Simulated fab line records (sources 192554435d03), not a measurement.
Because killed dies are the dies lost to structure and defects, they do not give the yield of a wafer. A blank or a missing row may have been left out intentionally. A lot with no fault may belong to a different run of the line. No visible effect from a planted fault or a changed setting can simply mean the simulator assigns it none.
Matching of chambers / flow n5-finfet / rie-diel-04 running N5_BEOL_M11_DESCUM_16: 4 sister chambers
The step chemistry O2, time 7.9 s. 4 wafers are shown with their chamber, then 12 later ones without.

## WAFERS PAIRED WITH THEIR CHAMBERS
wafer=L086.5; chamber=0; drypump-motor-current-A (A)=6.1
wafer=L090.6; chamber=2; drypump-motor-current-A (A)=6.4
wafer=L087.4; chamber=1; drypump-motor-current-A (A)=6.4
wafer=L087.5; chamber=3; drypump-motor-current-A (A)=5.3

## WAFERS WITHOUT THEIR CHAMBER
wafer=L088.1; drypump-motor-current-A (A)=6.4
wafer=L088.3; drypump-motor-current-A (A)=5.3
wafer=L088.6; drypump-motor-current-A (A)=5.4
wafer=L091.1; drypump-motor-current-A (A)=5.3
wafer=L091.5; drypump-motor-current-A (A)=5.3
wafer=L091.6; drypump-motor-current-A (A)=6.1
wafer=L093.2; drypump-motor-current-A (A)=6.4
wafer=L093.4; drypump-motor-current-A (A)=6.1
wafer=L093.5; drypump-motor-current-A (A)=5.3
wafer=L095.1; drypump-motor-current-A (A)=6.3
wafer=L095.4; drypump-motor-current-A (A)=6.5
wafer=L095.5; drypump-motor-current-A (A)=6.4

## THE CHAMBER EACH PASSED THROUGH
wafer=L088.1; from the rows above=can't be placed: 1 or 2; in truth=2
wafer=L088.3; from the rows above=3; in truth=3
wafer=L088.6; from the rows above=3; in truth=3
wafer=L091.1; from the rows above=3; in truth=3
wafer=L091.5; from the rows above=3; in truth=3
wafer=L091.6; from the rows above=0; in truth=0
wafer=L093.2; from the rows above=can't be placed: 1 or 2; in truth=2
wafer=L093.4; from the rows above=0; in truth=0
wafer=L093.5; from the rows above=3; in truth=3
wafer=L095.1; from the rows above=can't be placed: 1 or 2 or 0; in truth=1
wafer=L095.4; from the rows above=can't be placed: 1 or 2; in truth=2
wafer=L095.5; from the rows above=can't be placed: 1 or 2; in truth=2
Correct placement for 7 of the 12. Can't be placed from these rows: 5 (the true chamber is among the candidates in 5). Wrongly placed: 0.
How it was worked out, from the rows above alone: a wafer's distance from a chamber is the root of the sum, over the readings, of the square of ((its reading less the chamber's mean) divided by the reading's scatter). The wafer belongs to the nearest chamber; if the next one is less than 2 further off, it can't be placed. For every chamber, the mean is computed from those of its wafers that are shown. The scatter: with one shown wafer a chamber, the root of the mean of the squares of how far each hidden wafer lies from its nearest shown one.
